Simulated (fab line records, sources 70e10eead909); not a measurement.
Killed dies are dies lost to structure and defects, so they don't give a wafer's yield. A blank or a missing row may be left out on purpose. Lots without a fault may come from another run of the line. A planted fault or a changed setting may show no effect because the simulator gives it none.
A struck lot beside a sound one | flow nand_harc | 14 steps out of a route of 1159
Sound: wafers L545.2, L545.5, L545.6. Struck: wafers L553.1, L553.2, L553.3. The cause comes at the end.
At each step with rows: each side's tool, then ch and its chambers, then its first start. Under that, the readings that differ: sound wafers | struck wafers | difference of the means | sigmas: that difference in standard deviations of wafers without a fault.
alike: readings whose means differ by less than 2 such deviations, and words and numbers that are the same on both sides. not compared: withheld readings, readings that some wafer has no value for, bounds like >300 that may hide the same value, and numbers for which the record gives no deviation and whose values overlap.
The two part at a step that has a row with sigmas, a row that says differs or no value, or rows on one side only. Numbers that don't overlap but have no deviation are shown without sigmas and don't part them. A reading that every wafer of one side lacks parts them only if that side has two wafers or more.

NHARC_P_M0_CMP_23: polishes, t overpolish 20 s, target thk 117.53 nm.
  sound on cmp-04 ch 0,3, day 8 08:19; struck on cmp-03 ch 0,1,2, day 10 12:10
  alike: edge_zone_pressure_frac, motor_current_A, time_to_endpoint_s
NHARC_P_M0_THK_MEAS_24: measures by xrf.
  sound on film_metro-01, day 8 08:36; struck on film_metro-02, day 10 12:28
  alike: thk_nm
then, 1 step without rows for these wafers: NHARC_P_M0_SRD_25.
NHARC_P_M0_INSPECT_27:
  sound on defect_inspect-02, day 8 08:46; struck on defect_inspect-01, day 10 12:38
  alike: raw_defect_count
NHARC_P_M0_PRE_CLEAN_31: time 12 s.
  sound on pecvd-02 ch 0,1,2, day 8 08:51; struck on pecvd-04 ch 0,1,2, day 10 12:42
  alike: heater_power_w, rf_fwd_power_W
NHARC_P_M0_DEP_32: deposits SiCN, target thk 30 nm.
  sound on pecvd-02 ch 0,1,2, day 8 08:59; struck on pecvd-04 ch 0,1,2, day 10 12:47
  alike: heater_power_w, rf_fwd_power_W
then, 5 steps without rows for these wafers: NHARC_P_M1_DEP_00 (deposits SiOC, target thk 182.5 nm); NHARC_P_M1_DEHYDRATE_01 (time 120 s); NHARC_P_M1_HMDS_02 (time 30 s); NHARC_P_M1_COAT_34 (time 65 s); NHARC_P_M1_COAT_03 (resist thk 90 nm).
NHARC_P_M1_SOFTBAKE_04: time 55 s.
  sound on litho_track-04 ch 0, day 8 09:00; struck on litho_track-01 ch 0, day 10 13:00
  reading                  | sound                | struck               | difference | sigmas
  heater_power_total_W (W) | 188.41 188.35 188.30 | 166.82 166.69 166.90 | -21.55     | -99 or more
then, 1 step without rows for these wafers: NHARC_P_M1_EBR_05.
-- the record jumps here: 13 days lie between the struck wafers' starts before and after (it left off in module P_M1 and takes up again in module END, whose first step shown is number 1159 of the route) --
NHARC_END_SORT_01:
  sound on prober-01 ch 0, day 21 09:20; struck on prober-02 ch 0, day 23 13:01
  alike: defect_limited_yield, killed_at_array, killed_at_other, killed_at_periphery, killed_dies, killed_open, killed_short, sort_bin_2_pct, sort_bin_3_pct, sort_bin_4_pct, sort_n_pass, sort_rim_yield_pct, sort_yield_pct

WHERE THEY PART
Only at NHARC_P_M1_SOFTBAKE_04, within this record. Later steps at which nothing parts them and some readings are alike: NHARC_END_SORT_01.

WHY: what the simulator had put in
Process parameter drift: litho_track-01, from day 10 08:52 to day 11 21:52, at NHARC_P_M1_SOFTBAKE_04. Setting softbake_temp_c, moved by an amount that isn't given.
